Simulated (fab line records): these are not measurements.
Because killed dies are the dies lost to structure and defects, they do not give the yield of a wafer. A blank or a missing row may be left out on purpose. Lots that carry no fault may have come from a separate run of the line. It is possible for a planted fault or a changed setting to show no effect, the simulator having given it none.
Which tool is to blame? | flow nand harc | 14 lots, 42 wafers sampled, at 5 steps of a route of 1302

## WHAT THE GAUGES SHOWED, per wafer
NHARC_END_SORT_01. Usual: killed at array 52, standard deviation 16; killed at other 0.8, standard deviation 1.1; killed at periphery 4.2, standard deviation 2.5; killed dies 57, standard deviation 16; killed open 3.4, standard deviation 2; killed short 2.6, standard deviation 1.6.
lot  | measured     | on        | killed at array | killed at other | killed at periphery | killed dies | killed open | killed short | flag
L265 | day 32 17:29 | prober-01 | 671 674 670     | 1 1 0           | 5 2 7               | 677 677 677 | 2 1 4       | 4 1 3        | OFF
L263 | day 33 09:09 | prober-01 | 671 674 671     | 0 0 0           | 6 3 6               | 677 677 677 | 5 4 8       | 1 2 3        | OFF

## WHAT TOOL EACH LOT RAN ON (gives the tool, then ch and the chambers of the sampled wafers, and finally the start)
lot  | NHARC_A_CHANNEL_FILL_D2_CVD_18   | NHARC_THIN_TSV_ETCH_15           | NHARC_THIN_TSV_ETCHBACK_48         | NHARC_THIN_TSV_PRE_CLEAN_50
L244 | lpcvd poly-01 ch 0, day 13 23:59 | rie si-06 ch 1,3, day 23 18:14   | rie diel-11 ch 0,2,3, day 23 19:41 | pvd sputter-03, no start
L245 | lpcvd poly-03 ch 0, day 14 14:51 | rie si-04 ch 0,1,3, day 25 04:30 | rie diel-11 ch 1,2,3, day 25 05:55 | pvd sputter-02, no start
L247 | lpcvd poly-02 ch 0, day 15 10:40 | rie si-01 ch 0,3, day 25 06:47   | rie diel-11 ch 0,2,3, day 25 08:18 | pvd sputter-01, no start
L248 | lpcvd poly-02 ch 0, day 15 10:40 | rie si-01 ch 0,1,3, day 25 05:42 | rie diel-03 ch 0,2, day 25 07:10   | pvd sputter-01, no start
L246 | lpcvd poly-01 ch 0, day 15 22:57 | rie si-04 ch 0,1,2, day 25 13:43 | rie diel-03 ch 0,1,3, day 25 15:10 | pvd sputter-03, no start
L249 | lpcvd poly-03 ch 0, day 16 14:07 | rie si-04 ch 0,1,3, day 25 08:07 | rie diel-11 ch 0,1,2, day 25 09:34 | pvd sputter-02, no start
L250 | lpcvd poly-03 ch 0, day 16 14:07 | rie si-01 ch 0,1,3, day 25 21:05 | rie diel-08 ch 0,1,3, day 25 22:31 | pvd sputter-03, no start
L251 | lpcvd poly-01 ch 0, day 17 15:14 | rie si-04 ch 1,2, day 26 20:14   | rie diel-03 ch 1,2,3, day 26 21:44 | pvd sputter-01, no start
L252 | lpcvd poly-01 ch 0, day 17 15:14 | rie si-06 ch 0,1,2, day 26 21:34 | rie diel-08 ch 0,1,3, day 26 23:01 | pvd sputter-03, no start
L253 | lpcvd poly-02 ch 0, day 18 05:03 | rie si-06 ch 0,1,3, day 27 19:35 | rie diel-03 ch 1,3, day 27 21:02   | pvd sputter-03, no start
L255 | lpcvd poly-01 ch 0, day 18 20:38 | rie si-06 ch 1,2,3, day 28 07:35 | rie diel-11 ch 0,2,3, day 28 09:07 | pvd sputter-01, no start
L265 | lpcvd poly-02 ch 0, day 22 22:59 | -                                | -                                  | -
L263 | lpcvd poly-02 ch 0, day 23 11:40 | -                                | -                                  | -
L267 | lpcvd poly-01 ch 0, day 23 21:34 | rie si-06 ch 1,3, day 33 04:46   | rie diel-03 ch 1,3, day 33 06:21   | pvd sputter-02, no start
- NHARC_A_CHANNEL_FILL_D2_CVD_18: deposits poly-Si, target thk 3 nm.
- NHARC_THIN_TSV_ETCH_15: target depth 3000 nm, bosch target overetch cycles 2, bosch etch step 2.8 s.
- NHARC_THIN_TSV_ETCHBACK_48: etches the open film in C4F8/Ar, target depth 1028.5 nm, time 405.17 s.
- NHARC_THIN_TSV_PRE_CLEAN_50: time 30 s.

## AS READ BY THE TOOLS THEMSELVES (means over the sampled wafers that have a number; for cases with no such wafer, the mark the record gives instead)
NHARC_THIN_TSV_ETCH_15. Usual: drypump motor current A at 5.9 A, with a standard deviation of 0.43.
lot  | tool      | drypump motor current A (A) | flag
L244 | rie si-06 | 5.9                         |
L245 | rie si-04 | 6.2                         |
L247 | rie si-01 | 6.3                         |
L248 | rie si-01 | 6.3                         |
L246 | rie si-04 | 6.2                         |
L249 | rie si-04 | 6.2                         |
L250 | rie si-01 | 6.2                         |
L251 | rie si-04 | 5.9                         |
L252 | rie si-06 | 5.6                         |
L253 | rie si-06 | 5.7                         |
L255 | rie si-06 | 5.6                         |
L267 | rie si-06 | 5.7                         |

NHARC_THIN_TSV_ETCHBACK_48. Usual: oes product au 0.95 a.u., standard deviation 0.034; rf vpp V 547 V, standard deviation 4.2.
lot  | tool        | oes product au (a.u.) | rf vpp V (V) | flag
L244 | rie diel-11 | 0.92                  | 545          |
L245 | rie diel-11 | 0.93                  | 546          |
L247 | rie diel-11 | 0.92                  | 545          |
L248 | rie diel-03 | 0.93                  | 549          |
L246 | rie diel-03 | 0.92                  | 543          |
L249 | rie diel-11 | 1.00                  | 545          |
L250 | rie diel-08 | 0.93                  | 548          |
L251 | rie diel-03 | 1.00                  | 546          |
L252 | rie diel-08 | 0.93                  | 547          |
L253 | rie diel-03 | 0.99                  | 544          |
L255 | rie diel-11 | 0.93                  | 545          |
L267 | rie diel-03 | 0.92                  | 543          |

NHARC_THIN_TSV_PRE_CLEAN_50. Usual: heater power w at 402 W, with a standard deviation of 18.
lot  | tool           | heater power w (W) | flag
L244 | pvd sputter-03 | 389                |
L245 | pvd sputter-02 | 413                |
L247 | pvd sputter-01 | 381                |
L248 | pvd sputter-01 | 395                |
L246 | pvd sputter-03 | 407                |
L249 | pvd sputter-02 | 435                |
L250 | pvd sputter-03 | 410                |
L251 | pvd sputter-01 | 389                |
L252 | pvd sputter-03 | 397                |
L253 | pvd sputter-03 | 411                |
L255 | pvd sputter-01 | 388                |
L267 | pvd sputter-02 | 422                |

## THE ANSWER, worked out from the rows above alone
Rule: take the mean of a lot's wafers that have a number; if it is more than 3 standard deviations from the usual mean, the lot is off. Also off: a lot with no number at a reading for which 4 or more lots have one. Any other lot the step has rows for is counted as sound. First the gauges in route order, then the tools' own readings, where a lot's mean is used as printed above. The first step at which some lot is off is used, and at that step the reading that is off furthest; a lot without a number counts as furthest.
Off: L265, L263, at NHARC_END_SORT_01 (killed at array). Neither off nor sound, because the step has no rows for them: L244, L245, L247, L248, L246, L249, L250, L251, L252, L253, L255, L267.
A tool fits if, at a process step before that reading, it ran every lot that is off, and no sound lot after the first of them. Those tools and the gauges at NHARC_END_SORT_01 are tried in the same way. Undecided on this evidence; 2 tools fit (lpcvd poly-02 at NHARC_A_CHANNEL_FILL_D2_CVD_18, prober-01 at NHARC_END_SORT_01).

## WHAT HAD BEEN PUT IN BY THE SIMULATOR
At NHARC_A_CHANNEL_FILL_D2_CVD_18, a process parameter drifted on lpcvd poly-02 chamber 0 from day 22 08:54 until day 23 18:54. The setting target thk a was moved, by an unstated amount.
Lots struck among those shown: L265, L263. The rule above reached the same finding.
